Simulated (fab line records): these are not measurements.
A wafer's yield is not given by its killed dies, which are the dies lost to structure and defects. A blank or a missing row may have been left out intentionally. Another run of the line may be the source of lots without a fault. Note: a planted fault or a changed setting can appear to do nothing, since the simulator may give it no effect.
Chamber matching	flow nand_harc	NHARC_A_CONTACT_DEP_58 on pecvd-03 has 3 sister chambers
The step deposits SiON, target thk 90 nm. 27 wafers are shown with their chamber, then 12 later ones without.

## EACH WAFER AND ITS CHAMBER
wafer	chamber	heater_power_w (W)	rf_fwd_power_W (W)
L074.1	2	593	348.1
L074.2	1	584	347.9
L074.6	1	611	348.4
L076.3	2	587	348.4
L076.4	0	813	346.7
L076.5	2	616	348.6
L082.1	0	719	347.8
L082.4	0	722	347.3
L082.5	2	542	349.7
L083.1	2	541	347.7
L083.3	0	791	350.3
L083.5	2	545	348.1
L083.2	1	679	348.7
L083.4	0	789	348.5
L083.6	1	672	347.6
L084.2	1	704	349.7
L084.5	1	588	349.2
L084.6	0	655	349.0
L087.3	2	565	348.8
L087.4	2	583	349.1
L087.6	1	670	348.8
L087.1	0	766	350.0
L087.2	1	673	350.3
L087.5	0	754	348.4
L088.2	0	743	347.9
L088.5	0	726	351.1
L088.6	1	635	349.8

SIGNATURES, as means of the wafers listed above
reading	chamber 0	chamber 1	chamber 2	scatter within a chamber
heater_power_w	747.80	646.22	571.50	40.4
rf_fwd_power_W	348.700	348.933	348.562	1.06
Rule: a wafer's distance from a chamber is the root of the sum, over the readings, of the square of ((its reading less the chamber's mean) divided by the reading's scatter). The wafer belongs to the nearest chamber; if the next one is less than 2 further off, it can't be placed. The scatter is the square root of a quotient: the sum, over the shown wafers, of each reading's squared deviation from its chamber's mean, divided by wafers minus chambers.

## WAFERS MISSING THEIR CHAMBER
wafer	heater_power_w (W)	rf_fwd_power_W (W)
L088.1	644	348.9
L088.3	538	347.7
L088.4	544	348.2
L091.4	569	347.2
L091.5	678	349.8
L091.6	802	348.9
L092.1	561	349.2
L092.3	776	348.0
L092.5	781	348.3
L095.1	673	348.7
L095.4	594	348.2
L095.6	661	347.8

## EACH ONE'S CHAMBER
wafer	from the rows above	in truth
L088.1	can't be placed: 1 or 2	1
L088.3	can't be placed: 2 or 1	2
L088.4	can't be placed: 2 or 1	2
L091.4	can't be placed: 2 or 1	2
L091.5	can't be placed: 1 or 0 or 2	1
L091.6	0	0
L092.1	can't be placed: 2 or 1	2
L092.3	0	0
L092.5	0	0
L095.1	can't be placed: 1 or 0 or 2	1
L095.4	can't be placed: 2 or 1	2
L095.6	can't be placed: 1 or 0 or 2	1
Correct placement for 3 of the 12. These rows do not allow placing 9 (true chamber among the candidates in 9). Placed wrongly: 0.
